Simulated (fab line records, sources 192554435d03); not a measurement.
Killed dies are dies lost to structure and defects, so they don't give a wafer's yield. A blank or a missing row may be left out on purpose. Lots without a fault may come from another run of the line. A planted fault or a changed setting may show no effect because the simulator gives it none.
Chamber matching | flow n5_finfet | N5_BEOL_M3_CMP_52 on cmp-02: 4 sister chambers
The step polishes, stops on SiOC, t overpolish 6.8 s, target thk 40 nm. 4 wafers are shown with their chamber, then 7 later ones without.

WAFERS WITH THEIR CHAMBER
wafer  | chamber | motor_current_A (A)
L087.4 | 3       | 7.4
L088.5 | 2       | 6.6
L094.2 | 0       | 6.4
L094.4 | 1       | 6.2

WAFERS WITHOUT THEIR CHAMBER
wafer  | motor_current_A (A)
L094.5 | 6.4
L092.1 | 6.6
L092.3 | 7.1
L092.4 | 6.1
L096.1 | 6.2
L096.4 | 6.7
L096.5 | 7.0

WHICH CHAMBER EACH WENT THROUGH
wafer  | from the rows above          | in truth
L094.5 | can't be placed: 0 or 2 or 1 | 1
L092.1 | can't be placed: 2 or 0      | 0
L092.3 | can't be placed: 3 or 2      | 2
L092.4 | can't be placed: 1 or 0      | 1
L096.1 | can't be placed: 1 or 0      | 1
L096.4 | can't be placed: 2 or 0      | 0
L096.5 | can't be placed: 2 or 3 or 0 | 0
Placed correctly: 0 of 7. Can't be placed from these rows: 7 (the true chamber is among the candidates in 7). Placed wrongly: 0.
How it was worked out, from the rows above alone: a wafer's distance from a chamber is the root of the sum, over the readings, of the square of ((its reading less the chamber's mean) divided by the reading's scatter). The wafer belongs to the nearest chamber; if the next one is less than 2 further off, it can't be placed. A chamber's mean is the mean of its shown wafers. The scatter: with one shown wafer a chamber, the root of the mean of the squares of how far each hidden wafer lies from its nearest shown one.
